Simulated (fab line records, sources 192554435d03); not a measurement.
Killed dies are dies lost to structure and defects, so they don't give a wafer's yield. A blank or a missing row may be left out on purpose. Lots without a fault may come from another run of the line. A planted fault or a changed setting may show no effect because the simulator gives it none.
Split-lot experiment | flow n5_finfet | 7 lots, 39 wafers read, on a route of 1938 steps

THE SPLIT
At N5_FIN_CUT_CUT_ETCH_26 (etches SiNx in CH3F/O2, target depth 39 nm, time 55.7 s), the setting time_s was moved away from the recipe's 55.7 s on 18 of the 39 wafers read, by -23.3% to +22.7%. The other wafers ran this setting at the recipe's value.

FROM THE SPLIT TO THE READING: what the file shows between them, 3 steps
- N5_FIN_CUT_CUT_ETCH_27: etches SiO2 in CHF3/O2, target depth 4 nm, overetch 2 nm, time 4.9 s
- N5_FIN_CUT_PRECLEAN_35: cleans in vHF, time 13.3 s
- N5_FIN_CUT_CUT_ETCH_15: etches Si in HBr/Cl2/O2, target depth 100 nm, bt time 10 s, time 42.4 s

THE READING
SOC_of_FIN_CUT_COAT_18.thk_nm (the simulator's own value, which no gauge read), in nm, at N5_FIN_CUT_CUT_ETCH_28 (etches Si in HBr/Cl2/O2, target depth 6 nm, time 2.4 s). The file gives no usual value for it. The 21 wafers here that ran the recipe average 169.1 nm, standard deviation 0.75 nm.

wafer  | tool, chamber at the split | time_s as run, s | against the recipe | SOC_of_FIN_CUT_COAT_18.thk_nm, nm | against lot-mates on the recipe
L075.1 | rie_diel-04, 2             | 55.7             | recipe             | 170                               | -
L075.2 | rie_diel-04, 0             | 55.7             | recipe             | 168.8                             | -
L075.3 | rie_diel-04, 3             | 68.36            | +22.7%             | 165                               | -4.3
L075.4 | rie_diel-04, 1             | 55.7             | recipe             | 169                               | -
L075.5 | rie_diel-04, 1             | 68.36            | +22.7%             | 164.4                             | -4.9
L075.6 | rie_diel-04, 2             | 68.36            | +22.7%             | 164.6                             | -4.7
L078.1 | rie_diel-01, 2             | 55.7             | recipe             | 169.2                             | -
L078.2 | rie_diel-01, 1             | 59.99            | +7.7%              | 167.4                             | -1.5
L078.3 | rie_diel-01, 3             | 59.99            | +7.7%              | 166.4                             | -2.5
L078.4 | rie_diel-01, 0             | 59.99            | +7.7%              | 167                               | -1.9
L078.5 | rie_diel-01, 2             | 55.7             | recipe             | 168.4                             | -
L078.6 | rie_diel-01, 1             | 55.7             | recipe             | 169                               | -
L082.1 | rie_diel-05, 0             | 42.72            | -23.3%             | 174                               | +5.4
L082.2 | rie_diel-05, 2             | 42.72            | -23.3%             | 173.2                             | +4.6
L082.6 | rie_diel-05, 0             | 42.72            | -23.3%             | 173.2                             | +4.6
L082.3 | rie_diel-05, 3             | 55.7             | recipe             | 168.2                             | -
L082.4 | rie_diel-05, 1             | 55.7             | recipe             | 169                               | -
L082.5 | rie_diel-05, 3             | 55.7             | recipe             | 168.6                             | -
L088.1 | rie_diel-04, 2             | 55.7             | recipe             | 169.4                             | -
L088.2 | rie_diel-04, 1             | 63.82            | +14.6%             | 166.2                             | -2.5
L088.3 | rie_diel-04, 0             | 55.7             | recipe             | 168.4                             | -
L088.4 | rie_diel-04, 3             | 55.7             | recipe             | 168.2                             | -
L088.5 | rie_diel-04, 3             | 63.82            | +14.6%             | 165.4                             | -3.3
L088.6 | rie_diel-04, 0             | 63.82            | +14.6%             | 165.6                             | -3.1
L090.1 | rie_diel-04, 1             | 44.73            | -19.7%             | 173.8                             | +3.9
L090.4 | rie_diel-04, 3             | 44.73            | -19.7%             | 173.8                             | +3.9
L090.2 | rie_diel-04, 0             | 55.7             | recipe             | 170                               | -
L090.3 | rie_diel-04, 3             | 55.7             | recipe             | 170.4                             | -
L090.5 | rie_diel-04, 0             | 44.73            | -19.7%             | 173.2                             | +3.3
L090.6 | rie_diel-04, 1             | 55.7             | recipe             | 169.4                             | -
L092.1 | rie_diel-04, 0             | 43.97            | -21.1%             | 171.8                             | +3.5
L092.2 | rie_diel-04, 1             | 43.97            | -21.1%             | 171.4                             | +3.1
L092.3 | rie_diel-04, 3             | 43.97            | -21.1%             | 172.4                             | +4.1
L092.4 | rie_diel-04, 3             | 55.7             | recipe             | 168.2                             | -
L092.5 | rie_diel-04, 1             | 55.7             | recipe             | 168.6                             | -
L092.6 | rie_diel-04, 0             | 55.7             | recipe             | 168                               | -
L094.2 | rie_diel-04, 1             | 55.7             | recipe             | 169.4                             | -
L094.3 | rie_diel-04, 0             | 55.7             | recipe             | 169.6                             | -
L094.6 | rie_diel-04, 3             | 55.7             | recipe             | 170.8                             | -

THE FIT
A straight line over all 39 wafers: SOC_of_FIN_CUT_COAT_18.thk_nm changes by -0.193 nm for each +1% of time_s; r = -0.96; the points scatter about the line by 0.77 nm.
The same after taking each lot's own level away (the mean of its wafers on the recipe; 39 wafers): -0.197 nm for each +1%; r = -0.98; scatter 0.46 nm.
On that fit, the largest move of time_s shifts the reading by 4.6 nm.
The lots' own levels span 168.27 to 169.93 nm, that is 2.2 times the standard deviation above.
So the lot-to-lot level changes the slope little: the two slopes agree.
Check: with one of the wafers moved furthest among these (-23.3%) left out of the fit, the line predicts +4.4 nm for it against its lot-mates. It came out at +5.4 nm against them.

OTHER SPLITS ON THESE WAFERS
These wafers also went through other splits before the reading. Each is held against what the fit with the lots' levels taken away leaves over:
other split on the same wafers               | wafers away from the commonest value | r with SOC_of_FIN_CUT_COAT_18.thk_nm (lot level and that fit taken away)
N5_PMOS_HMC_CHANNEL_EPI_FIN_RECESS_16 time_s | 12                                   | +0.29
N5_FIN_SAQP_SPACER1_ALD_24 ald_cycles        | 12                                   | +0.12

THE WHOLE CHAIN: every reading that the file lists as answering this split, in the file's order
step                   | what it does                                            | reading                                                                        | change (the file's fit)               | r (the file's)
N5_FIN_CUT_CUT_ETCH_26 | etches SiNx in CH3F/O2, target depth 39 nm, time 55.7 s | etch.depth_nm (the simulator's own value, which no gauge read)                 | +0.402 nm for each +1% of the setting | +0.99
N5_FIN_CUT_CUT_ETCH_26 | etches SiNx in CH3F/O2, target depth 39 nm, time 55.7 s | SOC_of_FIN_CUT_COAT_18.thk_nm (the simulator's own value, which no gauge read) | -0.186 nm for each +1% of the setting | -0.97
N5_FIN_CUT_CUT_ETCH_28 | etches Si in HBr/Cl2/O2, target depth 6 nm, time 2.4 s  | SOC_of_FIN_CUT_COAT_18.thk_nm (the simulator's own value, which no gauge read) | -0.196 nm for each +1% of the setting | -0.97

THE FILE'S OWN FIT
SOC_of_FIN_CUT_COAT_18.thk_nm changes by -0.196 nm for each +1% of time_s, r = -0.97.
